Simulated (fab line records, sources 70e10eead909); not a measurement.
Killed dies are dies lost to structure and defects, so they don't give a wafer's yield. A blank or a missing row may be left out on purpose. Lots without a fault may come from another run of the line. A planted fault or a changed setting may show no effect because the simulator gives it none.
Chamber matching | flow nand_harc | NHARC_P_M2_CMP_23 on cmp-01: 4 sister chambers
The step polishes, t overpolish 20 s, target thk 144.3 nm. 8 wafers are shown with their chamber, then 12 later ones without.

WAFERS WITH THEIR CHAMBER
wafer  | chamber | motor_current_A (A) | time_to_endpoint_s (s)
L079.6 | 2       | 11.9                | 26.9
L084.2 | 2       | 12.0                | 30.4
L085.1 | 1       | 12.0                | 30.0
L088.3 | 3       | 12.9                | 31.5
L088.6 | 0       | 14.2                | 34.1
L089.1 | 1       | 11.2                | 32.2
L089.5 | 3       | 13.5                | 30.8
L089.6 | 0       | 14.6                | 33.9

WAFERS WITHOUT THEIR CHAMBER
wafer  | motor_current_A (A) | time_to_endpoint_s (s)
L090.4 | 13.4                | 29.6
L090.5 | 14.0                | 28.1
L090.6 | 11.1                | 30.0
L092.4 | 14.1                | 28.7
L092.5 | 12.1                | 24.3
L092.6 | 13.5                | 29.1
L095.1 | 13.1                | 31.8
L095.2 | 12.0                | 25.1
L095.4 | 14.7                | 28.6
L096.3 | 14.9                | 32.9
L096.4 | 11.9                | 32.7
L096.6 | 11.5                | 31.9

WHICH CHAMBER EACH WENT THROUGH
wafer  | from the rows above     | in truth
L090.4 | 3                       | 3
L090.5 | can't be placed: 3 or 0 | 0
L090.6 | can't be placed: 1 or 2 | 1
L092.4 | can't be placed: 3 or 0 | 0
L092.5 | can't be placed: 2 or 1 | 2
L092.6 | 3                       | 3
L095.1 | 3                       | 3
L095.2 | can't be placed: 2 or 1 | 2
L095.4 | can't be placed: 0 or 3 | 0
L096.3 | 0                       | 0
L096.4 | can't be placed: 1 or 2 | 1
L096.6 | can't be placed: 1 or 2 | 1
Placed correctly: 4 of 12. Can't be placed from these rows: 8 (the true chamber is among the candidates in 8). Placed wrongly: 0.
How it was worked out, from the rows above alone: a wafer's distance from a chamber is the root of the sum, over the readings, of the square of ((its reading less the chamber's mean) divided by the reading's scatter). The wafer belongs to the nearest chamber; if the next one is less than 2 further off, it can't be placed. A chamber's mean is the mean of its shown wafers. The scatter: the root of (the sum of the squares of (reading less its chamber's mean) over the shown wafers, divided by (wafers less chambers)).
